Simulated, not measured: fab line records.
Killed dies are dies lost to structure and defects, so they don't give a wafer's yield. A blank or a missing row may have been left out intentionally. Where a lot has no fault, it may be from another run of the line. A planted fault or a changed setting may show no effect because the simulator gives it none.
3 desks, one fault / flow n5_finfet / numbers are kept per desk, each desk with only its own; the story behind them comes last

## FOR THE TOOL OWNER'S DESK: ald_sin-02
The tool's own readings at N5_ILD0_ALD_15 (deposits SiNx, target thk 24 nm, pulse time 1 s, ald cycles 480): means of the sampled wafers that have a number, for each lot that ran on this tool. If a lot's mean is further than 4 standard deviations from the usual mean, the lot is out of limits and carries the mark OUT (the distance appears in the brackets).
Columns: A = heater_power_w at N5_ILD0_ALD_15, usual 798 W; B = precursor_pulse_height_rel at N5_ILD0_ALD_15, usual 0.999
lot=L929; first seen here=day 5 09:49; A=781; B=1.000
lot=L933; first seen here=day 6 09:22; A=709; B=0.996
lot=L939; first seen here=day 7 22:48; A=837; B=1.022
lot=L940; first seen here=day 8 06:32; A=716; B=1.027
lot=L941; first seen here=day 8 09:09; A=708; B=0.985
This desk's verdict: no lot among the 5 shows anything out of limits.

## THE DEFECT DESK
Lot by lot, what the route's inspections counted, given as the mean of those sampled wafers with a number. If a lot's mean is further than 4 standard deviations from the usual mean, the lot is out of limits and carries the mark OUT (the distance appears in the brackets).
Columns: A = raw_defect_count at N5_SD_ACTIVATION_INSPECT_02, usual 178
lot=L923; first seen here=day 3 15:25; A=164
lot=L927; first seen here=day 4 16:21; A=149
lot=L929; first seen here=day 5 06:02; A=145
lot=L933; first seen here=day 6 04:32; A=208
lot=L939; first seen here=day 7 18:56; A=214
lot=L940; first seen here=day 8 02:33; A=152
lot=L941; first seen here=day 8 05:11; A=182
This desk's verdict: no lot among the 7 shows anything out of limits.

## FROM THE METROLOGY DESK
Means of the sampled wafers that have a number, per lot and without regard to the tool the lot ran on: this is what the gauges read. If a lot's mean is further than 4 standard deviations from the usual mean, the lot is out of limits and carries the mark OUT (the distance appears in the brackets). Readings shown: 7 of its 15, picked as those furthest out on some lot.
Columns: A = RS_SD_N at N5_SD_ACTIVATION_RS_MEAS_03, usual 21.89 ohm/sq; B = RS_SD_P at N5_SD_ACTIVATION_RS_MEAS_03, usual 56.0 ohm/sq; C = thk_nm at N5_ILD0_THK_MEAS_04, usual 198.5 nm; D = thk_nm at N5_ILD0_THK_MEAS_13, usual 17.9 nm; E = IOFF_N at N5_BEOL_M4_RC_MEAS_101, usual 0.16 nA/um; F = SS_P at N5_BEOL_M4_RC_MEAS_101, usual 73.2 mV/dec; G = VT_N at N5_BEOL_M4_RC_MEAS_101, usual 250 mV
lot=L923; first seen here=day 3 15:07; A=21.57; B=56.0; C=197.0; D=16.9; E=0.16; F=73.4; G=250
lot=L927; first seen here=day 4 16:02; A=21.50; B=54.8; C=198.0; D=17.5; E=0.14; F=73.1; G=251
lot=L929; first seen here=day 5 05:44; A=21.85; B=56.8; C=197.6; D=18.7; E=0.16; F=72.9; G=250
lot=L933; first seen here=day 6 04:13; A=21.58; B=56.7; C=199.6; D=17.8; E=0.18; F=73.9; G=248
lot=L939; first seen here=day 7 18:38; A=22.01; B=55.9; C=199.6; D=18.3; E=0.21; F=73.8; G=244
lot=L940; first seen here=day 8 02:16; A=22.06; B=57.0; C=197.6; D=16.0; E=0.17; F=74.4; G=248
lot=L941; first seen here=day 8 04:53; A=22.12; B=54.6; C=200.4; D=18.1; E=0.16; F=73.4; G=252
This desk's verdict: no lot among the 7 shows anything out of limits.

## BROUGHT TOGETHER
The tool owner's desk saw nothing out of limits.
Nothing out of limits was seen by the defect desk.
Nothing out of limits was seen by the metrology desk.

## WHAT THE SIMULATOR HAD INSERTED
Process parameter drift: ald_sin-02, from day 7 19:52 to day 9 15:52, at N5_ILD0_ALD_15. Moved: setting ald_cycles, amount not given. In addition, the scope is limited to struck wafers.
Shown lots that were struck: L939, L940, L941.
